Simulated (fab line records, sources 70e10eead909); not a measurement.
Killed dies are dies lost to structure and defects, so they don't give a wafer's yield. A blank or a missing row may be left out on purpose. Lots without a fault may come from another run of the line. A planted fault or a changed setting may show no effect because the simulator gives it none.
Tool commonality check | flow nand_harc | 11 lots, 33 wafers sampled

WHY IT WAS OPENED
At NHARC_P_GATE_CD_MEAS_59 the reading cd_nm is flagged on 1 of 11 lots. Wafers without a fault read 720.6 nm, standard deviation 1.4.
Rule: a lot is flagged when every wafer of it that has a number lies more than 4 standard deviations from that mean, or none has a number. The other lots count as sound.

lot  | measured     | on        | cd_nm (nm), wafer by wafer | flag
L581 | day 5 20:08  | cd_sem-01 | 717.8 720.4 718.1          |
L585 | day 7 15:56  | cd_sem-03 | 721.1 719.7 721.5          |
L586 | day 7 16:19  | cd_sem-03 | 722.0 721.7 720.0          |
L588 | day 8 13:22  | cd_sem-01 | 721.5 720.5 720.9          |
L589 | day 8 19:13  | cd_sem-03 | 719.6 718.2 719.2          |
L590 | day 9 14:16  | cd_sem-01 | 721.9 721.5 721.5          |
L593 | day 10 09:29 | cd_sem-02 | 721.3 719.7 719.9          |
L594 | day 11 00:01 | cd_sem-01 | 713.9 712.3 714.6          | FLAGGED
L595 | day 11 17:04 | cd_sem-02 | 722.8 722.8 723.7          |
L603 | day 14 20:40 | cd_sem-01 | 721.1 723.0 721.5          |
L604 | day 15 08:16 | cd_sem-01 | 718.8 720.4 718.8          |
The numbers of the flagged lots are 713.6 nm on average: -7.0 nm against the usual, or -5 standard deviations.

WHICH TOOL RAN EACH LOT
The record holds 3 process steps before the reading, out of a route of 1302 steps. In each cell: the tool, then ch and the chambers that the sampled wafers went through, then the start.
lot  | flag    | NHARC_P_GATE_ETCH_104              | NHARC_P_GATE_ETCH_114                         | NHARC_P_GATE_EXPOSE_56
L581 |         | rie_diel-04 ch 0,3, day 5 06:40    | rie_diel-04 ch 1,2,3, day 5 18:22 or earlier  | krf_scanner-03 ch 0, day 5 19:59
L585 |         | rie_diel-03 ch 0,2,3, day 7 02:35  | rie_diel-03 ch 1,2,3, day 7 14:13 or earlier  | krf_scanner-03 ch 0, day 7 15:47
L586 |         | rie_diel-05 ch 2,3, day 7 02:46    | rie_diel-05 ch 1,2,3, day 7 14:32 or earlier  | krf_scanner-02 ch 0, day 7 16:10
L588 |         | rie_diel-03 ch 0,1, day 7 23:50    | rie_diel-03 ch 0,2,3, day 8 11:37 or earlier  | krf_scanner-04 ch 0, day 8 13:13
L589 |         | rie_diel-04 ch 0,1,2, day 8 05:50  | rie_diel-04 ch 0,2,3, day 8 17:27 or earlier  | krf_scanner-02 ch 0, day 8 19:04
L590 |         | rie_diel-05 ch 0,1,2, day 8 22:59  | rie_diel-05 ch 0,1,3, day 9 12:39 or earlier  | krf_scanner-02 ch 0, day 9 14:07
L593 |         | rie_diel-05 ch 1,2,3, day 9 20:24  | rie_diel-05 ch 1,2, day 10 07:51 or earlier   | krf_scanner-02 ch 0, day 10 09:20
L594 | FLAGGED | rie_diel-04 ch 0,1, day 10 10:33   | rie_diel-04 ch 0,1, day 10 22:16 or earlier   | krf_scanner-03 ch 0, day 10 23:52
L595 |         | rie_diel-03 ch 0,1,2, day 11 03:36 | rie_diel-03 ch 0,1, day 11 15:19 or earlier   | krf_scanner-02 ch 0, day 11 16:55
L603 |         | rie_diel-04 ch 0,1,3, day 14 07:18 | rie_diel-04 ch 0,2,3, day 14 19:01 or earlier | krf_scanner-04 ch 0, day 14 20:30
L604 |         | rie_diel-05 ch 1,2,3, day 14 18:55 | rie_diel-05 ch 1,3, day 15 06:31 or earlier   | krf_scanner-03 ch 0, day 15 08:07
What these steps do:
- NHARC_P_GATE_ETCH_104: etches the open film in CF4/CHF3, target depth 60 nm.
- NHARC_P_GATE_ETCH_114: etches the open film in CF4/O2, target depth 30 nm, overetch 3 nm, time 16.5 s.
- NHARC_P_GATE_EXPOSE_56: exposes mask P PSD, target cd 720 nm.
- NHARC_P_GATE_CD_MEAS_59: target cd 720 nm.

FLAGGED OVER TOTAL, TOOL BY TOOL (the gauges that took the reading come last)
step                    | tool           | lots run | flagged | share of the flagged lots | sound lots run after its first flagged lot
NHARC_P_GATE_ETCH_104   | rie_diel-03    | 3        | 0       | none                      | -
NHARC_P_GATE_ETCH_104   | rie_diel-04    | 4        | 1       | all                       | 1 (L603)
NHARC_P_GATE_ETCH_104   | rie_diel-05    | 4        | 0       | none                      | -
NHARC_P_GATE_ETCH_114   | rie_diel-03    | 3        | 0       | none                      | -
NHARC_P_GATE_ETCH_114   | rie_diel-04    | 4        | 1       | all                       | 1 (L603)
NHARC_P_GATE_ETCH_114   | rie_diel-05    | 4        | 0       | none                      | -
NHARC_P_GATE_EXPOSE_56  | krf_scanner-02 | 5        | 0       | none                      | -
NHARC_P_GATE_EXPOSE_56  | krf_scanner-03 | 4        | 1       | all                       | 1 (L604)
NHARC_P_GATE_EXPOSE_56  | krf_scanner-04 | 2        | 0       | none                      | -
NHARC_P_GATE_CD_MEAS_59 | cd_sem-01      | 6        | 1       | all                       | 2 (L603,L604)
NHARC_P_GATE_CD_MEAS_59 | cd_sem-02      | 2        | 0       | none                      | -
NHARC_P_GATE_CD_MEAS_59 | cd_sem-03      | 3        | 0       | none                      | -
NHARC_P_GATE_ETCH_114 gives no start for some lots, so the hours and the order of its lots are those of NHARC_P_GATE_CD_MEAS_46.

WHAT THE TABLE ALLOWS
4 rows of the table ran every flagged lot: rie_diel-04 at NHARC_P_GATE_ETCH_104, rie_diel-04 at NHARC_P_GATE_ETCH_114, krf_scanner-03 at NHARC_P_GATE_EXPOSE_56, cd_sem-01 at NHARC_P_GATE_CD_MEAS_59.
- rie_diel-04 at NHARC_P_GATE_ETCH_104: 1 of its 4 lots flagged. Sound lots ran on it after the first flagged one (L603), which a lasting fault on the whole tool wouldn't allow.
- rie_diel-04 at NHARC_P_GATE_ETCH_114: 1 of its 4 lots flagged. Sound lots ran on it after the first flagged one (L603), which a lasting fault on the whole tool wouldn't allow.
- krf_scanner-03 at NHARC_P_GATE_EXPOSE_56: 1 of its 4 lots flagged. Sound lots ran on it after the first flagged one (L604), which a lasting fault on the whole tool wouldn't allow.
- cd_sem-01 at NHARC_P_GATE_CD_MEAS_59: 1 of its 6 lots flagged. Sound lots ran on it after the first flagged one (L603, L604), which a lasting fault on the whole tool wouldn't allow.
No row of the table ran every flagged lot and no sound lot after the first.

WHAT THE SIMULATOR HAD PUT IN
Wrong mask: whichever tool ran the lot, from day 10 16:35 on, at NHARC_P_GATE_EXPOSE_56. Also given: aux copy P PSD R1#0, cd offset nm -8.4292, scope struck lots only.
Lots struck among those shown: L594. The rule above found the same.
